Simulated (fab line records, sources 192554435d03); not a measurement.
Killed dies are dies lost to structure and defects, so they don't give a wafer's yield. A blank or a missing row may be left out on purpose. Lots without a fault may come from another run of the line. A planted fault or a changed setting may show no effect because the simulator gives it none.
Which tool did it? | flow n5_finfet | 24 lots, 72 wafers sampled, at 5 steps of a route of 1938

WHAT THE GAUGES READ, wafer by wafer
N5_BEOL_M1_OVL_MEAS_29.
lot  | measured     | on         | V0_OVL (nm)
L074 | day 6 02:25  | overlay-01 | 0.2 -0.3 0.0
L075 | day 6 11:30  | overlay-02 | -0.4 -0.5 -0.1
L076 | day 6 15:11  | overlay-01 | 0.1 0.3 -0.1
L077 | day 6 23:13  | overlay-01 | 0.0 0.4 0.1
L078 | day 6 23:53  | overlay-01 | -0.8 -0.8 0.0
L080 | day 7 13:05  | overlay-02 | -0.6 -0.9 0.0
L079 | day 7 16:50  | overlay-02 | 1.1 1.0 0.3
L081 | day 7 18:46  | overlay-02 | -1.2 0.3 0.7
L083 | day 8 08:47  | overlay-01 | -0.2 -0.8 -0.6
L082 | day 8 09:55  | overlay-02 | 0.3 -0.4 -0.1
L084 | day 8 18:08  | overlay-01 | 1.2 0.3 1.5
L085 | day 8 23:50  | overlay-02 | 1.5 0.3 0.6
L086 | day 9 03:25  | overlay-01 | 1.1 0.3 1.0
L087 | day 9 07:12  | overlay-01 | 1.3 0.8 0.6
L088 | day 9 20:38  | overlay-01 | -0.2 1.1 0.4
L089 | day 10 01:10 | overlay-01 | 0.7 0.5 0.6
L090 | day 10 03:25 | overlay-02 | 1.4 1.0 0.8
L091 | day 10 06:46 | overlay-01 | 0.9 1.0 1.1
L092 | day 10 16:07 | overlay-02 | -0.2 0.3 1.1
L093 | day 10 18:45 | overlay-02 | 0.3 -0.2 0.0
L094 | day 11 08:07 | overlay-01 | 0.2 -0.3 0.2
L095 | day 11 17:47 | overlay-01 | 0.6 0.9 0.7
L096 | day 11 17:50 | overlay-02 | 1.9 0.4 0.8
L097 | day 12 02:44 | overlay-02 | 1.3 0.1 0.5

N5_BEOL_M1_OCD_MEAS_38.
lot  | measured     | on     | trench_depth_nm (nm)
L074 | day 6 10:03  | ocd-02 | 57.7 55.1 57.1
L075 | day 6 13:46  | ocd-02 | 53.6 57.8 57.5
L076 | day 6 17:39  | ocd-02 | 56.1 54.7 57.6
L077 | day 7 08:02  | ocd-01 | 54.0 54.2 54.9
L078 | day 7 11:49  | ocd-01 | 53.9 55.7 56.3
L080 | day 7 17:41  | ocd-01 | 55.9 54.7 54.9
L079 | day 7 21:45  | ocd-01 | 57.6 56.3 54.8
L081 | day 7 21:23  | ocd-02 | 55.6 54.8 55.8
L083 | day 8 13:03  | ocd-02 | 55.9 51.6 53.9
L082 | day 8 21:22  | ocd-02 | 55.4 55.6 54.3
L084 | day 9 05:56  | ocd-01 | 54.4 55.4 56.5
L085 | day 9 07:04  | ocd-02 | 55.1 54.9 56.2
L086 | day 9 15:53  | ocd-01 | 53.5 57.1 57.2
L087 | day 9 17:11  | ocd-01 | 54.7 54.3 54.9
L088 | day 10 08:11 | ocd-02 | 53.7 55.7 56.8
L089 | day 10 11:05 | ocd-01 | 54.2 55.4 57.0
L090 | day 10 12:19 | ocd-02 | 54.9 55.4 55.8
L091 | day 11 02:10 | ocd-02 | 54.3 54.2 54.2
L092 | day 11 06:52 | ocd-01 | 55.8 56.2 55.3
L093 | day 11 06:52 | ocd-02 | 54.0 53.0 56.4
L094 | day 12 01:04 | ocd-02 | 55.6 54.4 55.7
L095 | day 12 01:16 | ocd-02 | 54.8 55.6 57.2
L096 | day 12 01:20 | ocd-01 | 54.3 53.3 55.7
L097 | day 12 04:09 | ocd-01 | 54.1 56.2 57.5

WHICH TOOL RAN EACH LOT (tool, then ch and the chambers of the sampled wafers, then the start)
lot  | N5_BEOL_M1_ETCH_77                 | N5_BEOL_M1_ETCH_70                 | N5_BEOL_M1_VIA_ETCH_34
L074 | rie_diel-03 ch 1,2,3, day 6 02:32  | rie_diel-06 ch 0,2,3, day 6 09:41  | rie_diel-06 ch 0,2,3, day 6 09:47
L075 | rie_diel-06 ch 0,1,3, day 6 11:37  | rie_diel-06 ch 0,3, day 6 13:25    | rie_diel-06 ch 0,3, day 6 13:31
L076 | rie_diel-05 ch 0,1,3, day 6 15:18  | rie_diel-05 ch 0,1,3, day 6 17:18  | rie_diel-05 ch 0,1,3, day 6 17:24
L077 | rie_diel-06 ch 0,1, day 6 23:22    | rie_diel-03 ch 2,3, day 7 07:41    | rie_diel-03 ch 2,3, day 7 07:47
L078 | rie_diel-05 ch 0,2,3, day 7 00:02  | rie_diel-05 ch 0,1,3, day 7 11:27  | rie_diel-05 ch 0,1,3, day 7 11:34
L080 | rie_diel-03 ch 2,3, day 7 13:13    | rie_diel-03 ch 1,2,3, day 7 17:20  | rie_diel-03 ch 1,2,3, day 7 17:26
L079 | rie_diel-06 ch 0,1,2, day 7 16:58  | rie_diel-05 ch 0,1,3, day 7 21:24  | rie_diel-05 ch 0,1,3, day 7 21:30
L081 | rie_diel-03 ch 0,1,2, day 7 18:53  | rie_diel-03 ch 0,2,3, day 7 21:02  | rie_diel-03 ch 0,2,3, day 7 21:08
L083 | rie_diel-03 ch 0,2,3, day 8 08:54  | rie_diel-05 ch 1,2,3, day 8 12:41  | rie_diel-05 ch 1,2,3, day 8 12:47
L082 | rie_diel-05 ch 0,1,3, day 8 10:02  | rie_diel-03 ch 0,1,2, day 8 21:01  | rie_diel-03 ch 0,1,2, day 8 21:07
L084 | rie_diel-06 ch 0,1,3, day 8 18:15  | rie_diel-06 ch 0,1,3, day 9 05:37  | rie_diel-06 ch 0,1,3, day 9 05:42
L085 | rie_diel-03 ch 0,1,3, day 8 23:57  | rie_diel-03 ch 0,1,3, day 9 06:43  | rie_diel-03 ch 0,1,3, day 9 06:49
L086 | rie_diel-05 ch 1,3, day 9 03:32    | rie_diel-06 ch 0,3, day 9 15:31    | rie_diel-06 ch 0,3, day 9 15:37
L087 | rie_diel-03 ch 0,1,3, day 9 07:25  | rie_diel-06 ch 0,1, day 9 16:50    | rie_diel-06 ch 0,1, day 9 16:56
L088 | rie_diel-05 ch 0,1,2, day 9 20:53  | rie_diel-05 ch 0,1,3, day 10 07:49 | rie_diel-05 ch 0,1,3, day 10 07:55
L089 | rie_diel-03 ch 0,1,3, day 10 02:05 | rie_diel-03 ch 0,1,2, day 10 10:44 | rie_diel-03 ch 0,1,2, day 10 10:50
L090 | rie_diel-05 ch 1,2,3, day 10 03:32 | rie_diel-03 ch 1,2,3, day 10 11:57 | rie_diel-03 ch 1,2,3, day 10 12:03
L091 | rie_diel-05 ch 0,1,2, day 10 07:05 | rie_diel-03 ch 0,3, day 11 01:48   | rie_diel-03 ch 0,3, day 11 01:54
L092 | rie_diel-05 ch 0,1,2, day 10 16:15 | rie_diel-03 ch 1,2,3, day 11 06:31 | rie_diel-03 ch 1,2,3, day 11 06:37
L093 | rie_diel-06 ch 0,3, day 10 18:53   | rie_diel-05 ch 0,2,3, day 11 06:31 | rie_diel-05 ch 0,2,3, day 11 06:37
L094 | rie_diel-05 ch 1,2, day 11 08:15   | rie_diel-03 ch 2,3, day 12 00:43   | rie_diel-03 ch 2,3, day 12 00:49
L095 | rie_diel-05 ch 1,2, day 11 17:54   | rie_diel-06 ch 2,3, day 12 00:54   | rie_diel-06 ch 2,3, day 12 01:00
L096 | rie_diel-06 ch 0,1,3, day 11 17:58 | rie_diel-05 ch 1,2, day 12 00:59   | rie_diel-05 ch 1,2, day 12 01:05
L097 | rie_diel-05 ch 1,2, day 12 02:52   | rie_diel-06 ch 0,2,3, day 12 03:47 | rie_diel-06 ch 0,2,3, day 12 03:53
- N5_BEOL_M1_ETCH_77: etches underlayer in N2/H2, target depth 6.5 nm, time 5.2 s.
- N5_BEOL_M1_ETCH_70: etches SOC in N2/H2, target depth 80 nm, overetch 16 nm, time 120 s.
- N5_BEOL_M1_VIA_ETCH_34: etches the open film in C4F6/O2, target depth 67.8 nm, time 64.4 s.

WHAT THE TOOLS THEMSELVES READ (means of the sampled wafers that have a number; where no wafer has one, the mark that the record gives instead)
N5_BEOL_M1_ETCH_77.
lot  | tool        | drypump_motor_current_A (A) | etch_rf_on_time_s (s) | oes_product_au (a.u.) | rf_vpp_V (V) | showerhead_plenum_p_Torr (Torr) | throttle_valve_pct (%)
L074 | rie_diel-03 | 5.89                        | 5.16                  | 0.66                  | 522.2        | 2.48                            | 17.94
L075 | rie_diel-06 | 5.70                        | 5.11                  | 0.70                  | 520.0        | 2.46                            | 17.75
L076 | rie_diel-05 | 5.75                        | 5.18                  | 0.74                  | 525.7        | 2.63                            | 18.01
L077 | rie_diel-06 | 5.62                        | 5.21                  | 0.69                  | 520.7        | 2.46                            | 17.86
L078 | rie_diel-05 | 5.59                        | 5.32                  | 0.72                  | 525.0        | 2.57                            | 17.99
L080 | rie_diel-03 | 5.93                        | 5.20                  | 0.62                  | 521.2        | 2.43                            | 17.88
L079 | rie_diel-06 | 5.53                        | 5.17                  | 0.67                  | 522.0        | 2.45                            | 18.01
L081 | rie_diel-03 | 6.15                        | 5.13                  | 0.69                  | 521.4        | 2.49                            | 17.77
L083 | rie_diel-03 | 6.06                        | 5.25                  | 0.67                  | 521.2        | 2.45                            | 17.84
L082 | rie_diel-05 | 5.75                        | 5.18                  | 0.72                  | 526.1        | 2.62                            | 18.05
L084 | rie_diel-06 | 5.69                        | 5.13                  | 0.69                  | 520.9        | 2.45                            | 17.80
L085 | rie_diel-03 | 6.02                        | 5.19                  | 0.69                  | 522.9        | 2.49                            | 17.92
L086 | rie_diel-05 | 5.82                        | 5.13                  | 0.66                  | 525.5        | 2.63                            | 17.93
L087 | rie_diel-03 | 6.02                        | 5.26                  | 0.69                  | 522.4        | 2.49                            | 17.91
L088 | rie_diel-05 | 5.52                        | 5.22                  | 0.68                  | 525.8        | 2.58                            | 17.88
L089 | rie_diel-03 | 6.03                        | 5.22                  | 0.68                  | 522.0        | 2.49                            | 17.93
L090 | rie_diel-05 | 5.67                        | 5.34                  | 0.64                  | 526.0        | 2.58                            | 17.91
L091 | rie_diel-05 | 5.53                        | 5.26                  | 0.67                  | 525.1        | 2.58                            | 17.90
L092 | rie_diel-05 | 5.55                        | 5.23                  | 0.67                  | 525.0        | 2.58                            | 17.90
L093 | rie_diel-06 | 5.68                        | 5.14                  | 0.71                  | 522.2        | 2.45                            | 17.71
L094 | rie_diel-05 | 5.48                        | 5.46                  | 0.60                  | 524.7        | 2.53                            | 17.75
L095 | rie_diel-05 | 5.48                        | 5.44                  | 0.60                  | 524.9        | 2.53                            | 17.75
L096 | rie_diel-06 | 5.70                        | 5.15                  | 0.66                  | 521.0        | 2.44                            | 17.83
L097 | rie_diel-05 | 5.62                        | 5.19                  | 0.62                  | 526.5        | 2.59                            | 17.81

N5_BEOL_M1_ETCH_70.
lot  | tool        | drypump_motor_current_A (A) | oes_product_au (a.u.) | rf_vpp_V (V) | showerhead_plenum_p_Torr (Torr) | throttle_valve_pct (%)
L074 | rie_diel-06 | 5.60                        | 0.61                  | 520.8        | 2.45                            | 17.84
L075 | rie_diel-06 | 5.78                        | 0.63                  | 521.1        | 2.45                            | 17.63
L076 | rie_diel-05 | 5.76                        | 0.67                  | 526.0        | 2.63                            | 17.97
L077 | rie_diel-03 | 5.83                        | 0.57                  | 520.2        | 2.44                            | 17.96
L078 | rie_diel-05 | 5.73                        | 0.65                  | 526.2        | 2.62                            | 17.98
L080 | rie_diel-03 | 5.91                        | 0.57                  | 521.4        | 2.47                            | 17.92
L079 | rie_diel-05 | 5.75                        | 0.65                  | 525.4        | 2.62                            | 17.98
L081 | rie_diel-03 | 6.07                        | 0.62                  | 521.9        | 2.45                            | 17.78
L083 | rie_diel-05 | 5.69                        | 0.59                  | 524.3        | 2.58                            | 17.84
L082 | rie_diel-03 | 6.15                        | 0.61                  | 522.2        | 2.49                            | 17.74
L084 | rie_diel-06 | 5.69                        | 0.61                  | 521.0        | 2.45                            | 17.74
L085 | rie_diel-03 | 6.03                        | 0.63                  | 522.6        | 2.49                            | 17.87
L086 | rie_diel-06 | 5.78                        | 0.61                  | 521.5        | 2.44                            | 17.64
L087 | rie_diel-06 | 5.62                        | 0.60                  | 521.7        | 2.45                            | 17.87
L088 | rie_diel-05 | 5.75                        | 0.63                  | 525.8        | 2.62                            | 18.02
L089 | rie_diel-03 | 6.15                        | 0.59                  | 522.1        | 2.48                            | 17.77
L090 | rie_diel-03 | 5.90                        | 0.56                  | 520.9        | 2.47                            | 17.95
L091 | rie_diel-03 | 5.95                        | 0.61                  | 521.3        | 2.45                            | 17.95
L092 | rie_diel-03 | 5.92                        | 0.56                  | 520.8        | 2.47                            | 17.96
L093 | rie_diel-05 | 5.60                        | 0.62                  | 524.3        | 2.56                            | 17.99
L094 | rie_diel-03 | 5.92                        | 0.53                  | 519.8        | 2.42                            | 17.91
L095 | rie_diel-06 | 5.53                        | 0.67                  | 526.6        | 2.63                            | 17.80
L096 | rie_diel-05 | 5.63                        | 0.55                  | 525.8        | 2.59                            | 17.77
L097 | rie_diel-06 | 5.61                        | 0.64                  | 523.1        | 2.54                            | 17.75

N5_BEOL_M1_VIA_ETCH_34.
lot  | tool        | drypump_motor_current_A (A) | mfc_ar_sccm (sccm) | oes_product_au (a.u.) | rf_vpp_V (V) | showerhead_plenum_p_Torr (Torr) | throttle_valve_pct (%)
L074 | rie_diel-06 | 5.59                        | 300.0              | 0.80                  | 670          | 2.73                            | 30.8
L075 | rie_diel-06 | 5.78                        | 300.2              | 0.83                  | 670          | 2.73                            | 30.5
L076 | rie_diel-05 | 5.74                        | 299.4              | 0.87                  | 678          | 2.91                            | 30.9
L077 | rie_diel-03 | 5.81                        | 300.6              | 0.75                  | 662          | 2.73                            | 31.0
L078 | rie_diel-05 | 5.75                        | 300.1              | 0.87                  | 678          | 2.91                            | 30.9
L080 | rie_diel-03 | 5.90                        | 300.2              | 0.74                  | 655          | 2.77                            | 30.8
L079 | rie_diel-05 | 5.75                        | 299.7              | 0.85                  | 678          | 2.91                            | 30.9
L081 | rie_diel-03 | 6.07                        | 299.5              | 0.80                  | 665          | 2.75                            | 30.8
L083 | rie_diel-05 | 5.70                        | 301.0              | 0.76                  | 677          | 2.90                            | 31.0
L082 | rie_diel-03 | 6.14                        | 299.9              | 0.80                  | 658          | 2.78                            | 30.7
L084 | rie_diel-06 | 5.68                        | 300.2              | 0.80                  | 661          | 2.71                            | 30.4
L085 | rie_diel-03 | 6.03                        | 299.7              | 0.81                  | 668          | 2.77                            | 30.6
L086 | rie_diel-06 | 5.79                        | 300.3              | 0.80                  | 669          | 2.72                            | 30.5
L087 | rie_diel-06 | 5.61                        | 299.5              | 0.78                  | 653          | 2.70                            | 30.3
L088 | rie_diel-05 | 5.76                        | 300.0              | 0.82                  | 677          | 2.90                            | 30.9
L089 | rie_diel-03 | 6.15                        | 300.2              | 0.78                  | 658          | 2.78                            | 30.7
L090 | rie_diel-03 | 5.93                        | 299.3              | 0.74                  | 654          | 2.76                            | 30.8
L091 | rie_diel-03 | 5.93                        | 300.5              | 0.79                  | 675          | 2.73                            | 30.8
L092 | rie_diel-03 | 5.92                        | 300.7              | 0.73                  | 655          | 2.76                            | 30.8
L093 | rie_diel-05 | 5.60                        | 300.8              | 0.81                  | 669          | 2.88                            | 31.2
L094 | rie_diel-03 | 5.93                        | 299.8              | 0.70                  | 651          | 2.72                            | 31.0
L095 | rie_diel-06 | 5.52                        | 299.7              | 0.88                  | 675          | 2.93                            | 30.8
L096 | rie_diel-05 | 5.63                        | 299.3              | 0.72                  | 678          | 2.89                            | 30.7
L097 | rie_diel-06 | 5.58                        | 300.3              | 0.84                  | 673          | 2.83                            | 30.6

THE ANSWER, worked out from the rows above alone
Rule: what is usual is taken from the lots themselves. Put in order of their means at a reading, lots are off if they are a third of the lots or fewer, leave a main group of 4 or more, and stand apart from it by a gap of 3 or more times the standard deviation of the main group's means; of several such gaps the widest counts. A main group whose means are all the same, to the digits that the tables above print for the reading, isn't used. A lot without any number at a reading at which 4 lots or more have one is off too. The other lots that the step has rows for count as sound. The gauges are gone through in route order, then the tools' own readings, and for those a lot's mean is taken as printed above. The first step at which some lot is off is used, and at that step the reading that is off furthest; a lot without a number counts as furthest.
No lot is off at any reading shown: from this, nothing can be told.

WHAT THE SIMULATOR HAD PUT IN
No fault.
